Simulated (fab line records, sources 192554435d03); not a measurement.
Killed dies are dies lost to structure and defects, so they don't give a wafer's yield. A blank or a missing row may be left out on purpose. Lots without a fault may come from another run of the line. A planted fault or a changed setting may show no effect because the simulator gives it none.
Which tool did it? | flow n5_finfet | 9 lots, 25 wafers sampled, at 6 steps of a route of 1938

WHAT THE GAUGES READ, wafer by wafer
N5_PMOS_HMC_CHANNEL_EPI_THK_MEAS_22. Usual: HMC_CMP_THK 53.8 nm, standard deviation 0.84.
lot  | measured    | on            | HMC_CMP_THK (nm) | flag
L363 | day 2 03:00 | film_metro-02 | 51.7 53.4 54.0   |
L366 | day 2 20:26 | film_metro-01 | 52.6 54.1 52.1   |
L371 | day 4 01:36 | film_metro-02 | 56.8 53.8        |
L376 | day 5 07:56 | film_metro-01 | 56.6 57.9 53.8   |
L378 | day 5 19:47 | film_metro-01 | 54.3 53.6 54.1   |
L380 | day 6 07:34 | film_metro-01 | 54.9 53.9 55.0   |
L381 | day 6 13:23 | film_metro-01 | 54.3 54.9 54.5   |
L384 | day 7 08:24 | film_metro-01 | 53.9 53.9 54.1   |
L385 | day 7 13:38 | film_metro-02 | 54.1 54.7        |

N5_BEOL_M4_RC_MEAS_101. Usual: CJ_P 5.79, standard deviation 0.18; DIBL_N 35.8 mV/V, standard deviation 1.5; DIBL_P 35.9 mV/V, standard deviation 1.8; IOFF_N 0.152 nA/um, standard deviation 0.025; IOFF_P 0.21 nA/um, standard deviation 0.031; ION_N 672 uA/um, standard deviation 11; ION_P 462 uA/um, standard deviation 7.4; SS_N 71.5 mV/dec, standard deviation 0.52; SS_P 73.2 mV/dec, standard deviation 0.54; VT_N 250 mV, standard deviation 3; VT_P -250 mV, standard deviation 3.3.
lot  | measured     | on        | CJ_P           | DIBL_N (mV/V)  | DIBL_P (mV/V)  | IOFF_N (nA/um)    | IOFF_P (nA/um) | ION_N (uA/um) | ION_P (uA/um) | SS_N (mV/dec)  | SS_P (mV/dec)  | VT_N (mV)   | VT_P (mV)      | flag
L363 | day 7 22:11  | prober-01 | 6.22 5.94 5.87 | 35.7 38.0 37.1 | 36.5 38.4 37.1 | 0.146 0.192 0.176 | 0.19 0.21 0.20 | 670 672 682   | 454 457 455   | 72.9 73.0 72.7 | 72.9 73.7 73.0 | 251 250 251 | -253 -249 -249 |
L366 | day 9 07:46  | prober-01 | 5.95 5.61 6.05 | 33.9 34.9 34.1 | 34.8 35.9 35.4 | 0.122 0.143 0.125 | 0.16 0.17 0.16 | 670 674 665   | 457 452 459   | 70.9 70.7 71.5 | 72.9 73.0 72.6 | 250 251 251 | -254 -252 -256 |
L371 | day 10 15:17 | prober-01 | 5.29 5.69      | 36.2 35.8      | 37.1 36.0      | 0.169 0.161       | 0.24 0.21      | 684 685       | 471 466       | 71.0 70.9      | 73.8 73.8      | 248 248     | -248 -251      |
L376 | day 11 06:28 | prober-01 | 5.19 4.81 5.79 | 35.0 35.6 35.9 | 34.9 35.7 36.6 | 0.141 0.143 0.164 | 0.20 0.20 0.22 | 677 667 678   | 465 466 466   | 71.7 71.7 71.9 | 73.0 73.1 73.7 | 249 253 248 | -252 -250 -249 |
L378 | day 11 23:43 | prober-01 | 5.75 5.80 5.92 | 37.7 36.0 36.5 | 38.6 35.8 38.0 | 0.218 0.172 0.196 | 0.29 0.23 0.28 | 700 676 706   | 484 465 489   | 72.0 71.6 72.4 | 74.3 72.8 73.7 | 244 245 245 | -243 -248 -243 |
L380 | day 12 07:54 | prober-02 | 5.72 5.97 5.63 | 35.5 34.3 34.1 | 37.1 37.2 36.0 | 0.182 0.175 0.154 | 0.24 0.24 0.21 | 682 694 675   | 460 471 460   | 71.9 71.1 71.2 | 73.3 72.5 72.7 | 247 245 250 | -247 -250 -248 |
L381 | day 12 21:50 | prober-02 | 5.59 5.79 5.70 | 36.3 36.0 35.3 | 38.6 39.4 37.1 | 0.179 0.177 0.159 | 0.24 0.26 0.22 | 677 689 683   | 463 477 462   | 71.6 71.5 71.4 | 73.8 73.7 73.4 | 247 248 251 | -249 -248 -249 |
L384 | day 13 15:20 | prober-01 | 5.65 5.76 5.52 | 36.0 35.9 35.4 | 35.4 35.9 35.1 | 0.146 0.154 0.144 | 0.22 0.23 0.21 | 676 678 693   | 467 466 468   | 71.5 71.8 71.3 | 73.1 73.0 72.4 | 251 246 251 | -249 -248 -248 |
L385 | day 14 09:00 | prober-02 | 5.76 5.60      | 35.6 35.0      | 35.7 34.9      | 0.151 0.137       | 0.21 0.19      | 666 675       | 465 472       | 71.9 71.3      | 73.4 72.8      | 251 256     | -251 -253      |

WHICH TOOL RAN EACH LOT (tool, then ch and the chambers of the sampled wafers, then the start)
lot  | N5_PMOS_HMC_CHANNEL_EPI_DESCUM_14 | N5_PMOS_HMC_CHANNEL_EPI_ETCH_38 | N5_PMOS_HMC_CHANNEL_EPI_FIN_RECESS_16 | N5_FIN_SAQP_DENSIFY_62
L363 | rie_diel-05 ch 0,3, day 1 23:29   | rie_si-05 ch 0,2, day 2 00:08   | rie_si-05 ch 0,2, day 2 00:09         | rtp_anneal-02 ch 0, day 2 03:53
L366 | rie_diel-06 ch 0,1, day 2 17:50   | rie_si-05 ch 0,3, day 2 18:29   | rie_si-05 ch 0,3, day 2 18:31         | rtp_anneal-01 ch 0, day 2 21:36
L371 | rie_diel-01 ch 1,2, day 3 23:08   | rie_si-05 ch 1,2, day 3 23:46   | rie_si-05 ch 1,2, day 3 23:47         | rtp_anneal-01 ch 0, day 4 02:28
L376 | rie_diel-01 ch 1,2, day 5 05:40   | rie_si-05 ch 1,2,3, day 5 06:06 | rie_si-05 ch 1,2,3, day 5 06:07       | rtp_anneal-02 ch 0, day 5 09:16
L378 | rie_diel-05 ch 1,2,3, day 5 17:31 | rie_si-01 ch 1,2,3, day 5 17:57 | rie_si-01 ch 1,2,3, day 5 17:58       | rtp_anneal-02 ch 0, day 5 20:37
L380 | rie_diel-06 ch 1,2, day 6 05:16   | rie_si-01 ch 0,2,3, day 6 05:43 | rie_si-01 ch 0,2,3, day 6 05:45       | rtp_anneal-01 ch 0, day 6 08:35
L381 | rie_diel-05 ch 2,3, day 6 11:07   | rie_si-06 ch 0,3, day 6 11:34   | rie_si-06 ch 0,3, day 6 11:35         | rtp_anneal-02 ch 0, day 6 14:11
L384 | rie_diel-05 ch 0,1,3, day 7 06:08 | rie_si-01 ch 0,3, day 7 06:34   | rie_si-01 ch 0,3, day 7 06:35         | rtp_anneal-02 ch 0, day 7 09:16
L385 | rie_diel-05 ch 1,3, day 7 11:22   | rie_si-01 ch 0,1, day 7 11:48   | rie_si-01 ch 0,1, day 7 11:49         | rtp_anneal-02 ch 0, day 7 15:20
- N5_PMOS_HMC_CHANNEL_EPI_DESCUM_14: chemistry O2, time 7.9 s.
- N5_PMOS_HMC_CHANNEL_EPI_ETCH_38: etches SiO2 in CF4, target depth 1.5 nm.
- N5_PMOS_HMC_CHANNEL_EPI_FIN_RECESS_16: chemistry HBr/Cl2, target Si, target depth 54 nm, time 18 s.
- N5_FIN_SAQP_DENSIFY_62: time 60 s.

WHAT THE TOOLS THEMSELVES READ (means of the sampled wafers that have a number; where no wafer has one, the mark that the record gives instead)
N5_PMOS_HMC_CHANNEL_EPI_DESCUM_14. Usual: drypump_motor_current_A 5.60 A, standard deviation 0.28; oes_product_au 0.76 a.u., standard deviation 0.068; rf_fwd_power_W 49.37 W, standard deviation 0.19; rf_vpp_V 243.8 V, standard deviation 0.99; showerhead_plenum_p_Torr 2.13 Torr, standard deviation 0.042; throttle_valve_pct 20.41 %, standard deviation 0.25.
lot  | tool        | drypump_motor_current_A (A) | oes_product_au (a.u.) | rf_fwd_power_W (W) | rf_vpp_V (V) | showerhead_plenum_p_Torr (Torr) | throttle_valve_pct (%) | flag
L363 | rie_diel-05 | 5.88                        | 0.77                  | 49.23              | 244.2        | 2.16                            | 20.36                  |
L366 | rie_diel-06 | 5.47                        | 0.72                  | 49.40              | 244.0        | 2.15                            | 20.38                  |
L371 | rie_diel-01 | 5.62                        | 0.70                  | 49.36              | 243.1        | 2.14                            | 20.64                  |
L376 | rie_diel-01 | 5.49                        | 0.70                  | 49.28              | 243.1        | 2.12                            | 20.56                  |
L378 | rie_diel-05 | 5.46                        | 0.81                  | 49.49              | 243.4        | 2.11                            | 20.38                  |
L380 | rie_diel-06 | 5.37                        | 0.70                  | 49.26              | 243.7        | 2.12                            | 20.50                  |
L381 | rie_diel-05 | 5.54                        | 0.81                  | 49.43              | 244.4        | 2.11                            | 20.41                  |
L384 | rie_diel-05 | 5.62                        | 0.76                  | 49.29              | 244.2        | 2.13                            | 20.39                  |
L385 | rie_diel-05 | 5.44                        | 0.76                  | 49.40              | 244.8        | 2.10                            | 20.45                  |

N5_PMOS_HMC_CHANNEL_EPI_ETCH_38. Usual: drypump_motor_current_A 5.9 A, standard deviation 0.61; he_backside_leak_sccm 2.8 sccm, standard deviation 0.36; oes_product_au 1.005 a.u., standard deviation 0.021; rf_fwd_power_W 784 W, standard deviation 3.6; throttle_valve_pct 21.68 %, standard deviation 0.25.
lot  | tool      | drypump_motor_current_A (A) | he_backside_leak_sccm (sccm) | oes_product_au (a.u.) | rf_fwd_power_W (W) | throttle_valve_pct (%) | flag
L363 | rie_si-05 | 5.4                         | 2.8                          | 0.967                 | 783                | 21.45                  |
L366 | rie_si-05 | 6.1                         | 3.1                          | 0.971                 | 785                | 21.82                  |
L371 | rie_si-05 | 5.7                         | 2.7                          | 1.007                 | 784                | 21.52                  |
L376 | rie_si-05 | 6.0                         | 2.7                          | 1.000                 | 783                | 21.68                  |
L378 | rie_si-01 | 5.7                         | 2.7                          | 1.015                 | 784                | 21.73                  |
L380 | rie_si-01 | 5.7                         | 2.8                          | 1.021                 | 785                | 21.60                  |
L381 | rie_si-06 | 5.9                         | 2.6                          | 1.033                 | 782                | 21.68                  |
L384 | rie_si-01 | 6.1                         | 2.7                          | 1.023                 | 786                | 21.63                  |
L385 | rie_si-01 | 6.0                         | 2.7                          | 1.011                 | 786                | 21.88                  |

N5_PMOS_HMC_CHANNEL_EPI_FIN_RECESS_16. Usual: drypump_motor_current_A 5.9 A, standard deviation 0.61; he_backside_leak_sccm 2.8 sccm, standard deviation 0.31; oes_product_au 1.005 a.u., standard deviation 0.017; rf_fwd_power_W 795.9 W, standard deviation 2.5; throttle_valve_pct 35.3 %, standard deviation 0.34.
lot  | tool      | drypump_motor_current_A (A) | he_backside_leak_sccm (sccm) | oes_product_au (a.u.) | rf_fwd_power_W (W) | throttle_valve_pct (%) | flag
L363 | rie_si-05 | 5.4                         | 2.9                          | 0.979                 | 796.6              | 35.3                   |
L366 | rie_si-05 | 6.1                         | 3.2                          | 0.983                 | 795.1              | 35.8                   |
L371 | rie_si-05 | 5.7                         | 2.6                          | 0.999                 | 794.5              | 35.1                   |
L376 | rie_si-05 | 6.0                         | 2.5                          | 0.995                 | 796.7              | 35.3                   |
L378 | rie_si-01 | 5.8                         | 2.6                          | 1.015                 | 795.9              | 35.3                   |
L380 | rie_si-01 | 5.7                         | 2.8                          | 1.019                 | 796.1              | 35.2                   |
L381 | rie_si-06 | 6.0                         | 2.6                          | 1.030                 | 796.4              | 35.3                   |
L384 | rie_si-01 | 6.1                         | 2.7                          | 1.009                 | 799.4              | 35.2                   |
L385 | rie_si-01 | 6.1                         | 2.8                          | 1.008                 | 791.0              | 35.5                   |

N5_FIN_SAQP_DENSIFY_62. Usual: lamp_power_pct 9.85 %, standard deviation 0.047; lamp_zone_3_pct 9.848 %, standard deviation 0.0085; lamp_zone_5_pct 9.849 %, standard deviation 0.01; wafer_temp_C_max 703.3, standard deviation 0.64.
lot  | tool          | lamp_power_pct (%) | lamp_zone_3_pct (%) | lamp_zone_5_pct (%) | wafer_temp_C_max | flag
L363 | rtp_anneal-02 | 9.85               | 9.852               | 9.835               | 703.1            |
L366 | rtp_anneal-01 | 9.89               | 9.851               | 9.847               | 703.2            |
L371 | rtp_anneal-01 | 9.88               | 9.854               | 9.841               | 703.6            |
L376 | rtp_anneal-02 | 9.84               | 9.844               | 9.847               | 702.8            |
L378 | rtp_anneal-02 | 9.84               | 9.840               | 9.851               | 703.3            |
L380 | rtp_anneal-01 | 9.84               | 9.851               | 9.853               | 703.2            |
L381 | rtp_anneal-02 | 9.81               | 9.853               | 9.852               | 702.9            |
L384 | rtp_anneal-02 | 9.87               | 9.846               | 9.850               | 704.0            |
L385 | rtp_anneal-02 | 9.83               | 9.840               | 9.850               | 702.8            |

THE ANSWER, worked out from the rows above alone
Rule: a lot is off if the mean of its wafers that have a number lies more than 3 standard deviations from the usual mean. A lot without any number at a reading at which 4 lots or more have one is off too. The other lots that the step has rows for count as sound. The gauges are gone through in route order, then the tools' own readings, and for those a lot's mean is taken as printed above. The first step at which some lot is off is used, and at that step the reading that is off furthest; a lot without a number counts as furthest.
No lot is off at any reading shown: from this, nothing can be told.

WHAT THE SIMULATOR HAD PUT IN
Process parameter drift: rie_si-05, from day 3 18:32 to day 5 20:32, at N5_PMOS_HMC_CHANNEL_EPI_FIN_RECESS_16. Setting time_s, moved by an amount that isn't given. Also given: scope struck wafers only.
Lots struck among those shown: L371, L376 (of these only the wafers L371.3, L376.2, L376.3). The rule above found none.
